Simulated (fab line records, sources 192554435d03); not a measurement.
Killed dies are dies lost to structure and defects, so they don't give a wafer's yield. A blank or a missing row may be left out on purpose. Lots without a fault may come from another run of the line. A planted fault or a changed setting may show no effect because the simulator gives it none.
Which tool did it? | flow n5_finfet | 24 lots, 72 wafers sampled, at 5 steps of a route of 1938

WHAT THE GAUGES READ, wafer by wafer
N5_BEOL_M4_CD_MEAS_11: target cd 16.79 nm. Usual: cd_nm 16.86 nm, standard deviation 0.23.
lot  | measured     | on        | cd_nm (nm)        | flag
L074 | day 7 17:00  | cd_sem-02 | 16.91 16.53 16.87 |
L077 | day 7 19:14  | cd_sem-02 | 17.12 16.72 16.94 |
L075 | day 7 20:36  | cd_sem-02 | 17.09 16.78 17.15 |
L076 | day 8 00:01  | cd_sem-01 | 16.81 16.79 16.75 |
L079 | day 8 22:22  | cd_sem-03 | 16.61 16.73 16.97 |
L080 | day 9 01:12  | cd_sem-02 | 16.74 17.06 16.95 |
L078 | day 9 01:37  | cd_sem-03 | 16.74 16.73 16.63 |
L081 | day 9 03:47  | cd_sem-02 | 16.84 17.05 16.72 |
L082 | day 9 04:12  | cd_sem-02 | 16.63 16.77 16.29 |
L083 | day 9 11:29  | cd_sem-02 | 16.57 17.07 16.85 |
L084 | day 9 14:03  | cd_sem-01 | 17.28 16.75 17.10 |
L085 | day 10 09:13 | cd_sem-02 | 16.81 16.92 17.21 |
L086 | day 10 13:36 | cd_sem-02 | 17.06 16.59 16.47 |
L087 | day 10 21:48 | cd_sem-02 | 16.69 16.76 16.91 |
L088 | day 11 04:02 | cd_sem-03 | 16.94 17.00 16.99 |
L090 | day 11 08:21 | cd_sem-03 | 16.63 16.82 16.66 |
L089 | day 11 14:56 | cd_sem-02 | 16.95 16.83 16.83 |
L091 | day 11 19:01 | cd_sem-03 | 16.92 16.94 16.75 |
L092 | day 11 19:38 | cd_sem-01 | 16.84 16.71 17.15 |
L093 | day 12 08:07 | cd_sem-02 | 16.95 16.90 16.87 |
L094 | day 12 13:51 | cd_sem-01 | 16.74 16.93 16.90 |
L095 | day 12 19:04 | cd_sem-01 | 16.88 16.54 16.93 |
L096 | day 13 02:53 | cd_sem-02 | 16.76 16.38 16.91 |
L097 | day 13 08:55 | cd_sem-02 | 16.94 16.64 16.83 |

N5_BEOL_M4_OVL_MEAS_29. Usual: V3_OVL 0.3 nm, standard deviation 0.71.
lot  | measured     | on         | V3_OVL (nm)    | flag
L074 | day 7 17:55  | overlay-01 | -0.4 0.2 -0.1  |
L077 | day 7 20:16  | overlay-01 | 1.1 1.2 1.2    |
L075 | day 7 21:35  | overlay-01 | -0.4 -0.2 -0.2 |
L076 | day 8 01:15  | overlay-02 | 0.9 0.9 1.2    |
L079 | day 9 00:01  | overlay-01 | 1.5 0.6 0.3    |
L080 | day 9 03:35  | overlay-01 | 0.8 1.0 -1.1   |
L078 | day 9 04:06  | overlay-01 | 0.5 1.8 -0.5   |
L081 | day 9 05:56  | overlay-01 | -0.5 1.3 1.4   |
L082 | day 9 07:34  | overlay-01 | -0.5 -0.6 -0.1 |
L083 | day 9 13:00  | overlay-02 | 0.9 -1.3 -0.5  |
L084 | day 9 15:10  | overlay-02 | 1.6 1.9 0.6    |
L085 | day 10 10:37 | overlay-02 | 0.0 0.8 0.5    |
L086 | day 10 15:08 | overlay-02 | -0.2 0.1 0.6   |
L087 | day 10 22:58 | overlay-02 | 1.0 -0.6 -0.2  |
L088 | day 11 05:04 | overlay-02 | -1.0 0.6 -0.3  |
L090 | day 11 09:17 | overlay-02 | 0.3 0.0 0.6    |
L089 | day 11 16:50 | overlay-02 | -0.7 0.8 -0.7  |
L091 | day 11 20:04 | overlay-01 | 0.6 0.9 0.8    |
L092 | day 11 20:46 | overlay-02 | 1.5 -0.8 -0.3  |
L093 | day 12 09:19 | overlay-01 | -0.8 -0.4 -0.8 |
L094 | day 12 14:58 | overlay-02 | -1.1 0.4 -0.2  |
L095 | day 12 20:07 | overlay-02 | 0.2 0.5 0.4    |
L096 | day 13 04:02 | overlay-02 | 1.1 0.4 1.5    |
L097 | day 13 10:02 | overlay-02 | 0.1 0.6 0.7    |

WHICH TOOL RAN EACH LOT (tool, then ch and the chambers of the sampled wafers, then the start)
lot  | N5_BEOL_M4_PECVD_72             | N5_BEOL_M4_DESCUM_16               | N5_BEOL_M4_ETCH_63
L074 | pecvd-03 ch 0,1, day 7 14:31    | rie_diel-06 ch 1,2, day 7 17:07    | rie_diel-06 ch 1,2, day 7 17:10
L077 | pecvd-02 ch 0,2, day 7 18:20    | rie_diel-02 ch 0,1,2, day 7 19:26  | rie_diel-02 ch 0,1,2, day 7 19:29
L075 | pecvd-03 ch 0,1,2, day 7 19:31  | rie_diel-04 ch 0,3, day 7 20:47    | rie_diel-04 ch 0,3, day 7 20:50
L076 | pecvd-01 ch 0,1, day 7 22:40    | rie_diel-06 ch 1,2, day 8 00:22    | rie_diel-06 ch 1,2, day 8 00:25
L079 | pecvd-03 ch 0,2, day 8 21:16    | rie_diel-06 ch 0,1,2, day 8 23:01  | rie_diel-06 ch 0,1,2, day 8 23:04
L080 | pecvd-03 ch 0,1,2, day 9 00:06  | rie_diel-04 ch 1,3, day 9 02:44    | rie_diel-04 ch 1,3, day 9 02:47
L078 | pecvd-03 ch 0,1,2, day 9 01:10  | rie_diel-06 ch 1,2, day 9 03:17    | rie_diel-06 ch 1,2, day 9 03:20
L081 | pecvd-02 ch 0,2, day 9 01:50    | rie_diel-04 ch 2,3, day 9 05:01    | rie_diel-04 ch 2,3, day 9 05:04
L082 | pecvd-03 ch 0,1,2, day 9 02:52  | rie_diel-06 ch 1,2, day 9 06:25    | rie_diel-06 ch 1,2, day 9 06:28
L083 | pecvd-01 ch 1,2, day 9 10:47    | rie_diel-02 ch 0,2,3, day 9 12:00  | rie_diel-02 ch 0,2,3, day 9 12:03
L084 | pecvd-03 ch 0,1, day 9 13:02    | rie_diel-06 ch 0,1,3, day 9 14:14  | rie_diel-06 ch 0,1,3, day 9 14:17
L085 | pecvd-03 ch 0,1,2, day 10 06:38 | rie_diel-02 ch 0,3, day 10 09:46   | rie_diel-02 ch 0,3, day 10 09:49
L086 | pecvd-03 ch 0,1, day 10 11:02   | rie_diel-02 ch 0,1,3, day 10 14:08 | rie_diel-02 ch 0,1,3, day 10 14:11
L087 | pecvd-03 ch 0,1, day 10 21:21   | rie_diel-02 ch 0,3, day 10 21:57   | rie_diel-02 ch 0,3, day 10 22:00
L088 | pecvd-03 ch 0,1, day 11 03:14   | rie_diel-04 ch 0,1,3, day 11 04:10 | rie_diel-04 ch 0,1,3, day 11 04:13
L090 | pecvd-01 ch 0,1,2, day 11 06:49 | rie_diel-06 ch 1,2,3, day 11 08:28 | rie_diel-06 ch 1,2,3, day 11 08:31
L089 | pecvd-02 ch 1,2, day 11 13:30   | rie_diel-02 ch 0,2, day 11 15:41   | rie_diel-02 ch 0,2, day 11 15:44
L091 | pecvd-02 ch 0,1,2, day 11 15:38 | rie_diel-06 ch 1,2,3, day 11 19:08 | rie_diel-06 ch 1,2,3, day 11 19:11
L092 | pecvd-01 ch 0,1,2, day 11 18:57 | rie_diel-04 ch 0,1,3, day 11 19:47 | rie_diel-04 ch 0,1,3, day 11 19:50
L093 | pecvd-01 ch 1,2, day 12 05:25   | rie_diel-02 ch 1,2, day 12 08:25   | rie_diel-02 ch 1,2, day 12 08:28
L094 | pecvd-03 ch 0,2, day 12 11:33   | rie_diel-06 ch 0,2,3, day 12 13:59 | rie_diel-06 ch 0,2,3, day 12 14:02
L095 | pecvd-03 ch 0,1,2, day 12 17:57 | rie_diel-06 ch 1,2,3, day 12 19:12 | rie_diel-06 ch 1,2,3, day 12 19:15
L096 | pecvd-02 ch 0,1, day 13 00:44   | rie_diel-04 ch 1,3, day 13 03:04   | rie_diel-04 ch 1,3, day 13 03:07
L097 | pecvd-01 ch 0,1,2, day 13 06:17 | rie_diel-02 ch 2,3, day 13 09:08   | rie_diel-02 ch 2,3, day 13 09:11
- N5_BEOL_M4_PECVD_72: deposits SiO2 from TEOS/O2, target thk 16 nm, time 18 s.
- N5_BEOL_M4_DESCUM_16: chemistry O2, time 7 s.
- N5_BEOL_M4_ETCH_63: etches SiARC in CF4, target depth 15.6 nm, time 26 s.

WHAT THE TOOLS THEMSELVES READ (means of the sampled wafers that have a number; where no wafer has one, the mark that the record gives instead)
N5_BEOL_M4_PECVD_72. Usual: heater_power_outer_w 416 W, standard deviation 56; heater_power_w 700 W, standard deviation 100; showerhead_plenum_p_Torr 8.78 Torr, standard deviation 0.079; throttle_valve_pct 22.6 %, standard deviation 0.97.
lot  | tool     | heater_power_outer_w (W) | heater_power_w (W) | showerhead_plenum_p_Torr (Torr) | throttle_valve_pct (%) | flag
L074 | pecvd-03 | 410                      | 642                | 8.88                            | 22.3                   |
L077 | pecvd-02 | 378                      | 641                | 8.70                            | 23.0                   |
L075 | pecvd-03 | 418                      | 662                | 8.83                            | 22.3                   |
L076 | pecvd-01 | 474                      | 846                | 8.77                            | 23.8                   |
L079 | pecvd-03 | 447                      | 723                | 8.79                            | 21.8                   |
L080 | pecvd-03 | 378                      | 624                | 8.84                            | 22.3                   |
L078 | pecvd-03 | 440                      | 697                | 8.83                            | 22.3                   |
L081 | pecvd-02 | 334                      | 592                | 8.70                            | 23.0                   |
L082 | pecvd-03 | 422                      | 686                | 8.84                            | 22.3                   |
L083 | pecvd-01 | 513                      | 844                | 8.73                            | 23.0                   |
L084 | pecvd-03 | 419                      | 641                | 8.89                            | 22.4                   |
L085 | pecvd-03 | 379                      | 618                | 8.84                            | 22.3                   |
L086 | pecvd-03 | 416                      | 643                | 8.90                            | 22.5                   |
L087 | pecvd-03 | 391                      | 625                | 8.87                            | 22.8                   |
L088 | pecvd-03 | 393                      | 620                | 8.90                            | 22.5                   |
L090 | pecvd-01 | 459                      | 809                | 8.74                            | 23.1                   |
L089 | pecvd-02 | 398                      | 730                | 8.69                            | 22.7                   |
L091 | pecvd-02 | 370                      | 663                | 8.71                            | 22.7                   |
L092 | pecvd-01 | 466                      | 798                | 8.74                            | 23.1                   |
L093 | pecvd-01 | 500                      | 855                | 8.75                            | 23.0                   |
L094 | pecvd-03 | 429                      | 692                | 8.80                            | 21.9                   |
L095 | pecvd-03 | 398                      | 641                | 8.83                            | 22.4                   |
L096 | pecvd-02 | 395                      | 693                | 8.70                            | 24.0                   |
L097 | pecvd-01 | 461                      | 809                | 8.75                            | 23.1                   |

N5_BEOL_M4_DESCUM_16. Usual: drypump_motor_current_A 5.8 A, standard deviation 0.56; oes_product_au 0.78 a.u., standard deviation 0.072; rf_vpp_V 243.0 V, standard deviation 1.3; showerhead_plenum_p_Torr 2.08 Torr, standard deviation 0.069; throttle_valve_pct 20.45 %, standard deviation 0.27.
lot  | tool        | drypump_motor_current_A (A) | oes_product_au (a.u.) | rf_vpp_V (V) | showerhead_plenum_p_Torr (Torr) | throttle_valve_pct (%) | flag
L074 | rie_diel-06 | 5.8                         | 0.74                  | 243.6        | 2.13                            | 20.64                  |
L077 | rie_diel-02 | 5.8                         | 0.82                  | 243.0        | 2.11                            | 20.38                  |
L075 | rie_diel-04 | 6.3                         | 0.74                  | 243.1        | 2.12                            | 20.55                  |
L076 | rie_diel-06 | 5.9                         | 0.74                  | 243.6        | 2.07                            | 20.44                  |
L079 | rie_diel-06 | 6.1                         | 0.75                  | 241.9        | 2.07                            | 20.38                  |
L080 | rie_diel-04 | 6.0                         | 0.87                  | 243.4        | 2.16                            | 20.34                  |
L078 | rie_diel-06 | 5.8                         | 0.73                  | 243.0        | 2.13                            | 20.65                  |
L081 | rie_diel-04 | 6.0                         | 0.83                  | 244.3        | 2.16                            | 20.38                  |
L082 | rie_diel-06 | 5.8                         | 0.73                  | 243.3        | 2.13                            | 20.66                  |
L083 | rie_diel-02 | 5.6                         | 0.79                  | 243.2        | 2.07                            | 20.47                  |
L084 | rie_diel-06 | 5.8                         | 0.78                  | 243.2        | 2.10                            | 20.48                  |
L085 | rie_diel-02 | 5.2                         | 0.80                  | 242.0        | 2.05                            | 20.30                  |
L086 | rie_diel-02 | 5.3                         | 0.74                  | 243.7        | 2.09                            | 20.53                  |
L087 | rie_diel-02 | 5.2                         | 0.79                  | 242.9        | 2.05                            | 20.31                  |
L088 | rie_diel-04 | 6.1                         | 0.88                  | 244.7        | 2.10                            | 20.35                  |
L090 | rie_diel-06 | 5.5                         | 0.74                  | 242.7        | 2.09                            | 20.57                  |
L089 | rie_diel-02 | 6.1                         | 0.82                  | 242.6        | 2.08                            | 20.36                  |
L091 | rie_diel-06 | 5.5                         | 0.73                  | 242.4        | 2.09                            | 20.58                  |
L092 | rie_diel-04 | 6.2                         | 0.87                  | 243.2        | 2.10                            | 20.35                  |
L093 | rie_diel-02 | 6.2                         | 0.76                  | 243.7        | 2.11                            | 20.60                  |
L094 | rie_diel-06 | 5.9                         | 0.74                  | 242.5        | 2.03                            | 20.32                  |
L095 | rie_diel-06 | 5.5                         | 0.73                  | 242.7        | 2.09                            | 20.59                  |
L096 | rie_diel-04 | 6.0                         | 0.82                  | 244.0        | 2.15                            | 20.39                  |
L097 | rie_diel-02 | 5.6                         | 0.89                  | 243.0        | 2.06                            | 20.58                  |

N5_BEOL_M4_ETCH_63. Usual: drypump_motor_current_A 5.8 A, standard deviation 0.56; etch_rf_on_time_s 26.0 s, standard deviation 0.46; oes_product_au 0.67 a.u., standard deviation 0.063; rf_vpp_V 184.0 V, standard deviation 1.2; showerhead_plenum_p_Torr 2.13 Torr, standard deviation 0.064; throttle_valve_pct 15.62 %, standard deviation 0.26.
lot  | tool        | drypump_motor_current_A (A) | etch_rf_on_time_s (s) | oes_product_au (a.u.) | rf_vpp_V (V) | showerhead_plenum_p_Torr (Torr) | throttle_valve_pct (%) | flag
L074 | rie_diel-06 | 5.8                         | 26.1                  | 0.64                  | 185.2        | 2.17                            | 15.76                  |
L077 | rie_diel-02 | 5.8                         | 25.6                  | 0.70                  | 184.4        | 2.15                            | 15.54                  |
L075 | rie_diel-04 | 6.4                         | 25.9                  | 0.63                  | 183.7        | 2.17                            | 15.71                  |
L076 | rie_diel-06 | 5.9                         | 26.4                  | 0.63                  | 184.5        | 2.11                            | 15.62                  |
L079 | rie_diel-06 | 6.2                         | 26.2                  | 0.63                  | 184.4        | 2.11                            | 15.60                  |
L080 | rie_diel-04 | 6.0                         | 25.8                  | 0.75                  | 184.6        | 2.21                            | 15.47                  |
L078 | rie_diel-06 | 5.8                         | 26.0                  | 0.63                  | 184.2        | 2.16                            | 15.78                  |
L081 | rie_diel-04 | 6.0                         | 25.6                  | 0.71                  | 184.6        | 2.20                            | 15.52                  |
L082 | rie_diel-06 | 5.8                         | 26.1                  | 0.63                  | 184.7        | 2.16                            | 15.78                  |
L083 | rie_diel-02 | 5.6                         | 26.0                  | 0.67                  | 184.8        | 2.12                            | 15.63                  |
L084 | rie_diel-06 | 5.8                         | 26.4                  | 0.65                  | 184.0        | 2.15                            | 15.65                  |
L085 | rie_diel-02 | 5.2                         | 25.9                  | 0.68                  | 183.4        | 2.10                            | 15.45                  |
L086 | rie_diel-02 | 5.3                         | 26.3                  | 0.63                  | 184.1        | 2.13                            | 15.71                  |
L087 | rie_diel-02 | 5.2                         | 26.3                  | 0.67                  | 182.5        | 2.09                            | 15.45                  |
L088 | rie_diel-04 | 6.2                         | 25.5                  | 0.76                  | 183.2        | 2.15                            | 15.47                  |
L090 | rie_diel-06 | 5.5                         | 25.9                  | 0.63                  | 183.8        | 2.14                            | 15.73                  |
L089 | rie_diel-02 | 6.1                         | 25.4                  | 0.70                  | 184.7        | 2.13                            | 15.54                  |
L091 | rie_diel-06 | 5.5                         | 26.0                  | 0.62                  | 184.4        | 2.14                            | 15.74                  |
L092 | rie_diel-04 | 6.2                         | 25.6                  | 0.74                  | 183.1        | 2.15                            | 15.48                  |
L093 | rie_diel-02 | 6.2                         | 26.0                  | 0.65                  | 184.6        | 2.16                            | 15.81                  |
L094 | rie_diel-06 | 5.9                         | 26.3                  | 0.63                  | 183.2        | 2.08                            | 15.56                  |
L095 | rie_diel-06 | 5.5                         | 26.1                  | 0.62                  | 184.0        | 2.13                            | 15.75                  |
L096 | rie_diel-04 | 6.0                         | 26.2                  | 0.70                  | 185.1        | 2.20                            | 15.54                  |
L097 | rie_diel-02 | 5.6                         | 26.2                  | 0.75                  | 183.9        | 2.11                            | 15.72                  |

THE ANSWER, worked out from the rows above alone
Rule: a lot is off if the mean of its wafers that have a number lies more than 3 standard deviations from the usual mean. A lot without any number at a reading at which 4 lots or more have one is off too. The other lots that the step has rows for count as sound. The gauges are gone through in route order, then the tools' own readings, and for those a lot's mean is taken as printed above. The first step at which some lot is off is used, and at that step the reading that is off furthest; a lot without a number counts as furthest.
No lot is off at any reading shown: from this, nothing can be told.

WHAT THE SIMULATOR HAD PUT IN
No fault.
